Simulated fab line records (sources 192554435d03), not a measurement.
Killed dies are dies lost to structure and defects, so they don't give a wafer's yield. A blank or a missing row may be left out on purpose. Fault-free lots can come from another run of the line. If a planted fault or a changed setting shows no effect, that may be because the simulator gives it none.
Matching of chambers ; flow n5_finfet ; N5_BEOL_M2_DEP_57 on pecvd-01: 3 sister chambers
The step deposits SiCN from 3MS/NH3, target thk 8 nm, time 14 s. 18 wafers are shown with their chamber, then 9 later ones without.

== EACH WAFER AND ITS CHAMBER ==
wafer;chamber;throttle_valve_pct (%);showerhead_plenum_p_Torr (Torr)
L078.3;1;9.6;3.670
L078.5;1;9.6;3.663
L078.6;0;9.0;3.672
L082.4;1;9.8;3.652
L082.5;2;8.3;3.654
L082.6;0;8.9;3.678
L084.1;2;8.3;3.666
L084.4;2;8.7;3.655
L084.6;0;8.8;3.664
L087.1;1;9.5;3.676
L087.2;2;8.3;3.653
L087.3;0;8.8;3.680
L087.4;0;8.9;3.668
L087.5;1;9.7;3.666
L087.6;2;8.2;3.673
L091.2;1;9.3;3.672
L091.4;1;9.3;3.662
L091.5;0;9.0;3.676

SIGNATURES (means of the wafers above)
reading;chamber 0;chamber 1;chamber 2;scatter within a chamber
throttle_valve_pct;8.900;9.543;8.360;0.165
showerhead_plenum_p_Torr;3.67300;3.66586;3.66020;0.00765
Rule: a wafer lies at a distance from a chamber equal to the root of the sum of squares, over the readings, of (its reading less the chamber's mean, divided by the reading's scatter). If the next closest chamber is less than 2 further off than the closest, the wafer can't be placed; otherwise it belongs to the closest. The scatter is the square root of a quotient: the sum, over the shown wafers, of each reading's squared deviation from its chamber's mean, divided by wafers minus chambers.

== WAFERS WHOSE CHAMBER IS MISSING ==
wafer;throttle_valve_pct (%);showerhead_plenum_p_Torr (Torr)
L095.2;9.5;3.670
L095.3;8.5;3.654
L095.5;9.4;3.663
L096.1;9.0;3.675
L096.2;8.6;3.665
L096.3;9.2;3.666
L096.4;8.4;3.670
L096.5;9.5;3.664
L096.6;8.8;3.680

== EACH ONE'S CHAMBER ==
wafer;from the rows above;in truth
L095.2;1;1
L095.3;2;2
L095.5;1;1
L096.1;0;0
L096.2;can't be placed: 2 or 0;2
L096.3;can't be placed: 0 or 1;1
L096.4;can't be placed: 2 or 0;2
L096.5;1;1
L096.6;0;0
Correctly placed: 6 of 9. From these rows, 3 cannot be placed; in 3 the true chamber is one of the candidates. Number placed wrongly: 0.
